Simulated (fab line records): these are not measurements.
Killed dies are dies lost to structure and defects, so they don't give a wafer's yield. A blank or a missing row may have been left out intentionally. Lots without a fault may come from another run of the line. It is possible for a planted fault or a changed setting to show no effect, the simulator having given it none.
Split-lot trial ; flow n5-finfet ; 7 lots, 39 wafers read, on a route of 1938 steps

## ABOUT THE SPLIT
At N5_DUMMY_GATE_ETCH_32 (etches SiO2 in CF4, target depth 3.5 nm, time 3.9 s), the setting time-s was moved away from the recipe's 3.9 s on 15 of the 39 wafers read, by -17.7% to +20.0%. For the rest of the wafers, this setting stayed at what the recipe calls for.

The split's own step is where the reading is taken.

## THE READING
etch.depth-nm (the simulator's own value, which no gauge read), in nm, at N5_DUMMY_GATE_ETCH_32 (etches SiO2 in CF4, target depth 3.5 nm, time 3.9 s). No usual value for it is given in the file. Average 3.539 nm, standard deviation 0.09 nm, over the 24 wafers here run with the recipe.

wafer;tool, chamber at the split;time-s as run, s;against the recipe;etch.depth-nm, nm;against lot-mates on the recipe
L074.2;rie-si-06, 3;3.9;recipe;3.553;-
L074.5;rie-si-06, 3;3.9;recipe;3.549;-
L074.6;rie-si-06, 0;3.9;recipe;3.651;-
L075.1;rie-si-06, 2;3.437;-11.9%;3.002;-0.593
L075.2;rie-si-06, 1;3.9;recipe;3.578;-
L075.3;rie-si-06, 3;3.9;recipe;3.561;-
L075.4;rie-si-06, 0;3.9;recipe;3.646;-
L075.5;rie-si-06, 2;3.437;-11.9%;3.005;-0.590
L075.6;rie-si-06, 3;3.437;-11.9%;3.152;-0.443
L079.1;rie-si-01, 0;3.9;recipe;3.379;-
L079.2;rie-si-01, 2;3.209;-17.7%;2.733;-0.760
L079.3;rie-si-01, 3;3.9;recipe;3.51;-
L079.4;rie-si-01, 1;3.209;-17.7%;2.935;-0.558
L079.5;rie-si-01, 1;3.9;recipe;3.59;-
L079.6;rie-si-01, 0;3.209;-17.7%;2.806;-0.687
L080.1;rie-si-06, 0;3.9;recipe;3.65;-
L080.2;rie-si-06, 2;3.9;recipe;3.44;-
L080.3;rie-si-06, 3;3.9;recipe;3.577;-
L080.4;rie-si-06, 2;3.9;recipe;3.411;-
L080.5;rie-si-06, 3;3.9;recipe;3.576;-
L080.6;rie-si-06, 0;3.9;recipe;3.666;-
L082.1;rie-si-02, 2;4.586;+17.6%;3.964;+0.482
L082.2;rie-si-02, 3;4.586;+17.6%;4.101;+0.619
L082.3;rie-si-02, 0;3.9;recipe;3.41;-
L082.4;rie-si-02, 1;4.586;+17.6%;4.247;+0.765
L082.5;rie-si-02, 2;3.9;recipe;3.407;-
L082.6;rie-si-02, 1;3.9;recipe;3.629;-
L087.1;rie-si-02, 1;3.561;-8.7%;3.308;-0.195
L087.2;rie-si-02, 3;3.561;-8.7%;3.188;-0.315
L087.3;rie-si-02, 2;3.9;recipe;3.429;-
L087.4;rie-si-02, 0;3.9;recipe;3.454;-
L087.5;rie-si-02, 1;3.9;recipe;3.625;-
L087.6;rie-si-02, 2;3.561;-8.7%;3.149;-0.354
L095.1;rie-si-06, 2;4.681;+20.0%;4.119;+0.574
L095.2;rie-si-06, 3;4.681;+20.0%;4.28;+0.735
L095.3;rie-si-06, 0;3.9;recipe;3.626;-
L095.4;rie-si-06, 1;3.9;recipe;3.532;-
L095.5;rie-si-06, 1;3.9;recipe;3.476;-
L095.6;rie-si-06, 2;4.681;+20.0%;4.18;+0.635

FIT RESULTS
A straight line over all 39 wafers: etch.depth-nm changes by +0.0357 nm for each +1% of time-s; r = +0.97; the points scatter about the line by 0.095 nm.
The same after taking each lot's own level away (the mean of its wafers on the recipe; 39 wafers): +0.036 nm for each +1%; r = +0.97; scatter 0.091 nm.
The reading moves by 0.72 nm for the largest change in time-s, on that fit.
Across the lots, their own levels run from 3.4820 to 3.5950 nm, a range of 1.3 times the standard deviation given above.
The two slopes agree, so the slope changes little with the lot-to-lot level.
Check: with one of the wafers moved furthest among these (+20.0%) left out of the fit, the line predicts +0.726 nm for it against its lot-mates. Against them it came out at +0.574 nm.

## OTHER SPLITS APPLIED TO THESE WAFERS
Note: prior to the reading, these wafers also went through further splits. Each is held against what the fit with the lots' levels taken away leaves over:
other split on the same wafers;wafers away from the commonest value;r with etch.depth-nm (lot level and that fit taken away)
N5_FIN_CUT_CUT_ETCH_26 source-w;15;+0.00
N5_DUMMY_GATE_CVD_03 temp-c;24;-0.05
N5_DUMMY_GATE_ETCH_37 source-w;15;+0.11

## FILE'S OWN FIT
etch.depth-nm changes by +0.036 nm for each +1% of time-s, r = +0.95.
